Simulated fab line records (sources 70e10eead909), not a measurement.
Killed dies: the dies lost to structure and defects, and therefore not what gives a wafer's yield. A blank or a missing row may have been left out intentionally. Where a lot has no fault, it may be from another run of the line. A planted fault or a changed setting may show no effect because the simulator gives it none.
fab line records ; flow nandHarc
record: lots: 7; wafers: 21; lastDay: 33
route steps=1302 shown P_ZERO_WELL@35 END@1302
lots untouched by any fault: they come from a run of this same line in which no faults occurred
startH: the number of hours between the record's first day and the start of the first shown wafer of the lot ; waitH: time in hours since the lot's previous step ; " same as the row above ; L1.1+2: one row covering several wafers at once ; - either no value or no given start ; * or withheld: withheld ; < > ~ a bound
route shown NAME@n: NAME is a module with steps in the file, n the number in the route of the first one ; usual: mean/standard deviation of fault-free wafers ; same: alike in all rows ; chamber/n: place in a boat ; sites: the reading at each site ; _std_site: how widely they spread, as a standard deviation ; _edge_site: outer sites' mean less inner sites' ; radiusMm: how far each site lies from the wafer's centre ; mask NAME#n: copy n ; behind: the tool/chamber that last shaped the wafer ; hold: why the lot went on hold/how many hours it stayed there/how the hold came to an end ; device: the n, p or np transistor that did not switch ; end of line: tests of these same wafers at the route's end ; step lacking rows: just its recipe ; killed: not the wafer's yield, but the dies lost to structure and defects at the first sort ; map: a wafer's dies, marking killed ones x, the rest . and places with no die _
set.NAME: the setting the step ran with; set.NAME@STEP: the setting that earlier step ran with ; model.NAME: the simulator's own value behind a step, which no gauge read
certain route steps with their lots: each step a table, each wafer a row
services: when a tool's chamber went out of use (startH, in hours from the record's first day, below 0 if earlier), for how many hours, and the reason
== steps ==
step: NHARC_P_ZERO_WELL_STRIP_28
recipe: timeS: 840; tempC: 130; chemistry: SPM
step: NHARC_P_ZERO_WELL_DEHYDRATE_29
recipe: tempC: 150; timeS: 120
step: NHARC_P_ZERO_WELL_HMDS_30
recipe: timeS: 30
step: NHARC_P_ZERO_WELL_COAT_31
recipe: spinRpm: withheld
step: NHARC_P_ZERO_WELL_SOFTBAKE_32
recipe: tempC: 122; timeS: 95
step: NHARC_P_ZERO_WELL_EBR_33
step: NHARC_P_ZERO_WELL_EXPOSE_34
recipe: na: 0.6; targetCdNm: 720; doseMj: 22.31; maskId: P_PWELL
step: NHARC_P_ZERO_WELL_PEB_35
recipe: pebTempC: 118; pebTimeS: 85
step: NHARC_P_ZERO_WELL_DEVELOP_36
recipe: timeS: 70
step: NHARC_P_ZERO_WELL_CD_MEAS_37
recipe: targetCdNm: 720; landingEnergyEv: 500
usual: cdNm: 719.6/1.6
lot.wafer;tool;chamber;startH;waitH;cdNm
L243.3;cdSem-01;0;54.10;-;719.9
L243.4;cdSem-01;0;54.10;-;720.2
L243.6;cdSem-01;0;54.10;-;720.8
L246.2;cdSem-03;0;84.20;-;719.0
L246.4;cdSem-03;0;84.20;-;718.3
L246.6;cdSem-03;0;84.20;-;721.2
L247.1;cdSem-02;0;94.26;-;720.1
L247.4;cdSem-02;0;94.26;-;720.8
L247.6;cdSem-02;0;94.26;-;719.5
L248.3;cdSem-02;0;104.23;-;717.2
L248.5;cdSem-02;0;104.23;-;720.2
L248.6;cdSem-02;0;104.23;-;717.5
L256.2;cdSem-01;0;184.15;-;718.2
L256.4;cdSem-01;0;184.15;-;717.6
L256.5;cdSem-01;0;184.15;-;719.3
L262.2;cdSem-01;0;244.09;-;719.2
L262.4;cdSem-01;0;244.09;-;719.2
L262.6;cdSem-01;0;244.09;-;719.8
L263.2;cdSem-03;0;254.10;-;722.7
L263.4;cdSem-03;0;254.10;-;720.4
L263.5;cdSem-03;0;254.10;-;718.3
step: NHARC_P_ZERO_WELL_HARDBAKE_38
recipe: tempC: 125; timeS: 80
step: NHARC_P_ZERO_WELL_DESCUM_39
recipe: timeS: 3; o2FlowSccm: 200; arFlowSccm: 0; biasPowerW: 0; chemistry: O2
usual: chamberPressureMTorr: 60.00/0.053; drypumpMotorCurrentA: 5.9/0.44; oesProductAu: 1.004/0.0091; rfVppV: 57.7/0.98; showerheadPlenumPTorr: 1.88/0.11; throttleValvePct: 11.311/0.0091
lot.wafer;tool;chamber;startH;waitH;chamberPressureMTorr;drypumpMotorCurrentA;oesProductAu;rfHoursCounterH;rfVppV;showerheadPlenumPTorr;throttleValvePct
L243.3;rieDiel-12;3;54.27;-;59.93;5.8;1.017;43;57.0;1.80;11.306
L243.4;rieDiel-12;0;54.27;-;59.97;6.3;1.023;41;57.8;1.99;11.312
L243.6;rieDiel-12;2;54.27;-;60.02;5.4;1.007;-;57.8;1.84;11.313
L246.2;rieDiel-09;0;84.38;-;59.96;5.8;1.009;34;57.1;1.78;11.300
L246.4;rieDiel-09;1;84.38;-;60.06;6.3;1.003;35;57.9;2.06;11.296
L246.6;rieDiel-09;3;84.38;-;59.96;6.2;1.000;-;56.8;1.77;11.300
L247.4;rieDiel-09;3;94.42;-;59.98;6.3;1.003;36;58.2;1.76;11.325
L247.1;rieDiel-09;1;94.42;-;60.04;6.3;1.012;37;58.2;2.06;11.320
L247.6;rieDiel-09;3;94.42;-;59.91;6.3;0.999;-;57.8;1.76;11.302
L248.3;rieDiel-09;2;104.40;-;60.01;5.6;1.000;39;57.8;1.81;11.321
L248.5;rieDiel-09;2;104.40;-;59.95;5.6;1.004;-;58.4;1.81;11.302
L248.6;rieDiel-09;3;104.40;-;60.05;6.3;0.988;-;56.6;1.76;11.318
L256.2;rieDiel-12;3;184.30;-;60.03;5.9;1.001;31;56.4;1.79;11.305
L256.4;rieDiel-12;1;184.30;-;59.95;6.6;1.009;30;58.3;1.82;11.301
L256.5;rieDiel-12;0;184.30;-;59.91;6.3;1.003;-;58.8;1.98;11.308
L262.4;rieDiel-09;0;244.69;-;60.01;5.9;1.014;29;58.0;2.07;11.316
L262.2;rieDiel-09;2;244.69;-;59.97;5.6;1.005;29;56.5;1.80;11.313
L262.6;rieDiel-09;1;244.69;-;60.02;6.4;0.982;-;58.6;2.05;11.311
L263.2;rieDiel-06;3;254.28;-;60.05;5.4;0.993;39;56.4;1.80;11.316
L263.4;rieDiel-06;0;254.28;-;60.04;5.4;1.004;38;57.3;1.83;11.296
L263.5;rieDiel-06;2;254.28;-;60.04;4.9;0.999;-;56.6;1.90;11.307
step: NHARC_P_ZERO_WELL_IMPLANT_40
recipe: energyKev: 300; doseCm2: 1e+13; tiltDeg: 7
usual: beamEnergyKeV: 300.01/0.087; beamOnS: 9.97/0.22; endStationPressureTorr: 5.13e-06/2.7e-07
lot.wafer;tool;chamber;startH;waitH;beamEnergyKeV;beamOnS;endStationPressureTorr
L243.3;implanter-01;0;54.46;0.2;299.92;10.18;5.07e-06
L243.4;implanter-01;0;54.46;0.2;300.03;9.94;4.58e-06
L243.6;implanter-01;0;54.46;0.2;299.94;9.53;5.11e-06
L246.2;implanter-02;-;84.53;0.1;-;-;-
L246.4;implanter-02;-;84.53;0.1;-;-;-
L246.6;implanter-02;-;84.53;0.1;-;-;-
L247.1;implanter-02;-;94.57;0.1;-;-;-
L247.4;implanter-02;-;94.57;0.1;-;-;-
L247.6;implanter-02;-;94.57;0.1;-;-;-
L248.3;implanter-01;-;104.60;0.2;-;-;-
L248.5;implanter-01;-;104.60;0.2;-;-;-
L248.6;implanter-01;-;104.60;0.2;-;-;-
L256.2;implanter-02;0;184.48;0.2;299.94;10.19;4.98e-06
L256.4;implanter-02;0;184.48;0.2;299.89;9.64;5.24e-06
L256.5;implanter-02;0;184.48;0.2;300.09;9.90;5.16e-06
L262.2;implanter-01;0;244.87;0.1;300.10;9.81;5.34e-06
L262.4;implanter-01;0;244.87;0.1;299.90;9.89;4.91e-06
L262.6;implanter-01;0;244.87;0.1;299.95;10.21;5e-06
L263.2;implanter-01;0;254.45;0.2;299.92;9.72;5.46e-06
L263.4;implanter-01;0;254.45;0.2;299.98;9.97;4.72e-06
L263.5;implanter-01;0;254.45;0.2;299.91;9.53;4.76e-06
step: NHARC_P_ZERO_WELL_IMPLANT_59
recipe: energyKev: 120; doseCm2: 5e+12; tiltDeg: 7
step: NHARC_END_SORT_01
recipe: tempC: 25
usual: killedAtArray: 55/22; killedAtOther: 1.1/1.4; killedAtPeriphery: 4/3.2; killedDies: 59/22; killedOpen: 3.3/1.8; killedShort: 2.5/1.5
same: grossDies: 677
lot.wafer;tool;chamber;startH;waitH;killedAtArray;killedAtOther;killedAtPeriphery;killedDies;killedOpen;killedShort
L247.1;prober-02;0;638.11;2.5;24;0;653;677;4;1
L247.4;prober-02;0;640.53;3.4;21;0;656;677;2;0
L247.6;prober-02;0;642.15;4.0;33;1;643;677;3;3
L246.2;prober-01;0;646.77;2.8;65;0;612;677;0;2
L246.4;prober-01;0;648.37;3.4;84;0;593;677;3;5
L246.6;prober-01;0;649.98;4.0;71;0;606;677;3;2
L248.3;prober-01;0;655.34;3.1;78;2;597;677;2;4
L248.5;prober-01;0;656.92;3.6;67;3;607;677;2;3
L248.6;prober-01;0;657.70;3.9;42;2;633;677;3;2
killed by level:class
L247.1 P_ZERO_WELL:areaImplant=652 A_CHANNEL_HOLE_D2:chamberFilmFlake=11 A_CHANNEL_HOLE_D1:chamberFilmFlake=3 A_CONTACT:chamberFilmFlake=3 A_STAIRCASE:chamberFilmFlake=2 P_M0:geometricParticle:open=1 A_ONON_D1:geometricParticle:open=1 A_CHANNEL_HOLE_D1:geometricParticle:short=1
L247.4 P_ZERO_WELL:areaImplant=652 A_CHANNEL_HOLE_D2:chamberFilmFlake=11 P_STI:chamberFilmFlake=3 A_STAIRCASE:chamberFilmFlake=3 A_SLIT:chamberFilmFlake=2 A_DECK1_JOINT:geometricParticle:open=1 A_SGD_CUT:geometricParticle:open=1 P_M2:chamberFilmFlake=1
L247.6 P_ZERO_WELL:areaImplant=638 A_CHANNEL_HOLE_D2:chamberFilmFlake=10 A_CHANNEL_HOLE_D1:chamberFilmFlake=6 A_DECK1_JOINT:chamberFilmFlake=5 A_STAIRCASE:chamberFilmFlake=5 P_STI:chamberFilmFlake=4 A_CHANNEL_HOLE_D1:geometricParticle:open=2 A_DECK1_JOINT:geometricParticle:short=2
L246.2 P_ZERO_WELL:areaImplant=611 A_SLIT:chamberFilmFlake=27 A_CHANNEL_HOLE_D2:chamberFilmFlake=15 A_CHANNEL_HOLE_D1:chamberFilmFlake=7 A_ZERO_WELL:chamberFilmFlake=3 A_CHANNEL_FILL_D1:chamberFilmFlake=3 A_WL_FILL:chamberFilmFlake=3 A_STAIRCASE:chamberFilmFlake=2
L246.4 P_ZERO_WELL:areaImplant=593 A_CHANNEL_HOLE_D2:chamberFilmFlake=33 A_SLIT:chamberFilmFlake=28 A_CHANNEL_HOLE_D1:chamberFilmFlake=6 A_WL_FILL:chamberFilmFlake=4 A_ONON_D1:geometricParticle:open=2 A_ZERO_WELL:chamberFilmFlake=2 A_CHANNEL_HOLE_D1:geometricParticle:short=1
L246.6 P_ZERO_WELL:areaImplant=604 A_SLIT:chamberFilmFlake=34 A_CHANNEL_HOLE_D2:chamberFilmFlake=14 A_WL_FILL:chamberFilmFlake=5 A_STAIRCASE:chamberFilmFlake=4 A_CONTACT:chamberFilmFlake=4 A_ZERO_WELL:chamberFilmFlake=3 A_CHANNEL_HOLE_D1:chamberFilmFlake=2
L248.3 P_ZERO_WELL:areaImplant=594 A_CHANNEL_HOLE_D1:chamberFilmFlake=40 A_CHANNEL_HOLE_D2:chamberFilmFlake=15 A_STAIRCASE:chamberFilmFlake=8 A_SLIT:chamberFilmFlake=2 P_STI:chamberFilmFlake=2 A_CONTACT:chamberFilmFlake=2 A_M1:chamberFilmFlake=2
L248.5 P_ZERO_WELL:areaImplant=605 A_CHANNEL_HOLE_D1:chamberFilmFlake=40 A_CHANNEL_HOLE_D2:chamberFilmFlake=15 A_STAIRCASE:chamberFilmFlake=5 THIN_TSV:chamberFilmFlake=3 A_CHANNEL_FILL_D2:geometricParticle:short=2 P_CONTACT:geometricParticle:open=1 A_ONON_D2:geometricParticle:short=1
L248.6 P_ZERO_WELL:areaImplant=630 A_CHANNEL_HOLE_D1:chamberFilmFlake=14 A_CHANNEL_HOLE_D2:chamberFilmFlake=13 A_STAIRCASE:chamberFilmFlake=7 A_CONTACT:chamberFilmFlake=2 THIN_TSV:chamberFilmFlake=2 P_M0:geometricParticle:open=1 A_DECK1_JOINT:geometricParticle:short=1
map L246.2 (x killed, . not)
____________x____________
_________xxxxxxx_________
_______xxxxxxxxxxx_______
______xxxxxxxxxxxxx______
_____xxxxxxxxxxxxxxx_____
____xxxxxxxxxxxxxxxxx____
____xxxxxxxxxxxxxxxxx____
___xxxxxxxxxxxxxxxxxxx___
___xxxxxxxxxxxxxxxxxxx___
__xxxxxxxxxxxxxxxxxxxxx__
__xxxxxxxxxxxxxxxxxxxxx__
_xxxxxxxxxxxxxxxxxxxxxxx_
_xxxxxxxxxxxxxxxxxxxxxxx_
_xxxxxxxxxxxxxxxxxxxxxxx_
_xxxxxxxxxxxxxxxxxxxxxxx_
_xxxxxxxxxxxxxxxxxxxxxxx_
xxxxxxxxxxxxxxxxxxxxxxxxx
xxxxxxxxxxxxxxxxxxxxxxxxx
xxxxxxxxxxxxxxxxxxxxxxxxx
xxxxxxxxxxxxxxxxxxxxxxxxx
xxxxxxxxxxxxxxxxxxxxxxxxx
_xxxxxxxxxxxxxxxxxxxxxxx_
_xxxxxxxxxxxxxxxxxxxxxxx_
_xxxxxxxxxxxxxxxxxxxxxxx_
_xxxxxxxxxxxxxxxxxxxxxxx_
_xxxxxxxxxxxxxxxxxxxxxxx_
__xxxxxxxxxxxxxxxxxxxxx__
__xxxxxxxxxxxxxxxxxxxxx__
___xxxxxxxxxxxxxxxxxxx___
___xxxxxxxxxxxxxxxxxxx___
____xxxxxxxxxxxxxxxxx____
____xxxxxxxxxxxxxxxxx____
_____xxxxxxxxxxxxxxx_____
______xxxxxxxxxxxxx______
_______xxxxxxxxxxx_______
_________xxxxxxx_________
____________x____________
map L247.1 (x killed, . not)
____________x____________
_________xxxxxxx_________
_______xxxxxxxxxxx_______
______xxxxxxxxxxxxx______
_____xxxxxxxxxxxxxxx_____
____xxxxxxxxxxxxxxxxx____
____xxxxxxxxxxxxxxxxx____
___xxxxxxxxxxxxxxxxxxx___
___xxxxxxxxxxxxxxxxxxx___
__xxxxxxxxxxxxxxxxxxxxx__
__xxxxxxxxxxxxxxxxxxxxx__
_xxxxxxxxxxxxxxxxxxxxxxx_
_xxxxxxxxxxxxxxxxxxxxxxx_
_xxxxxxxxxxxxxxxxxxxxxxx_
_xxxxxxxxxxxxxxxxxxxxxxx_
_xxxxxxxxxxxxxxxxxxxxxxx_
xxxxxxxxxxxxxxxxxxxxxxxxx
xxxxxxxxxxxxxxxxxxxxxxxxx
xxxxxxxxxxxxxxxxxxxxxxxxx
xxxxxxxxxxxxxxxxxxxxxxxxx
xxxxxxxxxxxxxxxxxxxxxxxxx
_xxxxxxxxxxxxxxxxxxxxxxx_
_xxxxxxxxxxxxxxxxxxxxxxx_
_xxxxxxxxxxxxxxxxxxxxxxx_
_xxxxxxxxxxxxxxxxxxxxxxx_
_xxxxxxxxxxxxxxxxxxxxxxx_
__xxxxxxxxxxxxxxxxxxxxx__
__xxxxxxxxxxxxxxxxxxxxx__
___xxxxxxxxxxxxxxxxxxx___
___xxxxxxxxxxxxxxxxxxx___
____xxxxxxxxxxxxxxxxx____
____xxxxxxxxxxxxxxxxx____
_____xxxxxxxxxxxxxxx_____
______xxxxxxxxxxxxx______
_______xxxxxxxxxxx_______
_________xxxxxxx_________
____________x____________
== services ==
tool;chamber;startH;hours;kind
rieDiel-12;-;44.56;0.2;repair
rieDiel-09;0;49.55;-;clean
rieDiel-09;1;49.55;-;clean
rieDiel-09;2;49.55;-;clean
rieDiel-09;3;49.55;-;clean
implanter-01;-;63.15;2.6;repair
rieDiel-09;0;74.08;-;clean
rieDiel-09;1;74.08;-;clean
rieDiel-09;2;74.08;-;clean
rieDiel-09;3;74.08;-;clean
implanter-01;-;75.56;4.4;repair
implanter-01;-;81.89;13.9;repair
rieDiel-09;0;99.68;-;clean
rieDiel-09;3;129.91;4.4;repair
rieDiel-06;-;130.97;9.0;pm
rieDiel-09;-;143.45;9.0;pm
implanter-02;-;146.41;13.0;pm
rieDiel-12;2;204.52;5.5;repair
implanter-01;-;207.53;1.1;repair
rieDiel-06;-;216.99;1.8;repair
rieDiel-12;1;226.75;9.5;repair
rieDiel-12;3;228.41;2.4;repair
rieDiel-12;2;245.30;5.5;repair
rieDiel-12;-;252.51;1.0;repair
== key ==
firstSign: step: NHARC_P_ZERO_WELL_IMPLANT_40; reading: toolRecord; direction: missing
effect: step: NHARC_END_SORT_01; reading: killedAtPeriphery; direction: up; sigmas: 99+; usual: 4; struck: 622
moreKillsBornAt: NHARC_P_ZERO_WELL_IMPLANT_40@implanter-02: 3750; NHARC_P_ZERO_WELL_IMPLANT_40@implanter-01: 1829
metAt NHARC_P_ZERO_WELL_IMPLANT_40
struckWafers L246.2,L246.4,L246.6,L247.1,L247.4,L247.6,L248.3,L248.5,L248.6
laterRowsLeftOut L246.2,L246.4,L246.6,L247.1,L247.4,L247.6,L248.3,L248.5,L248.6
testerLeftOut L246,L247,L248
onsetBetween 54.46 84.53
fault: kind: skippedStepWhole; tool: implanter-01,implanter-02; chamber: -; onsetH: 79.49; steps: NHARC_P_ZERO_WELL_IMPLANT_40; scope: struckLotsOnly
testerLeftOut: of these lots the tester's yield and bins aren't shown, on N5 and GAA mostly nor the transistor test; their killed dies are dies lost to structure and defects alone, not to doping, threshold or leakage, so they don't give the yield
laterRowsLeftOut: the simulator's readings of these wafers behind a module that went badly wrong aren't trusted and aren't shown, but for the sort
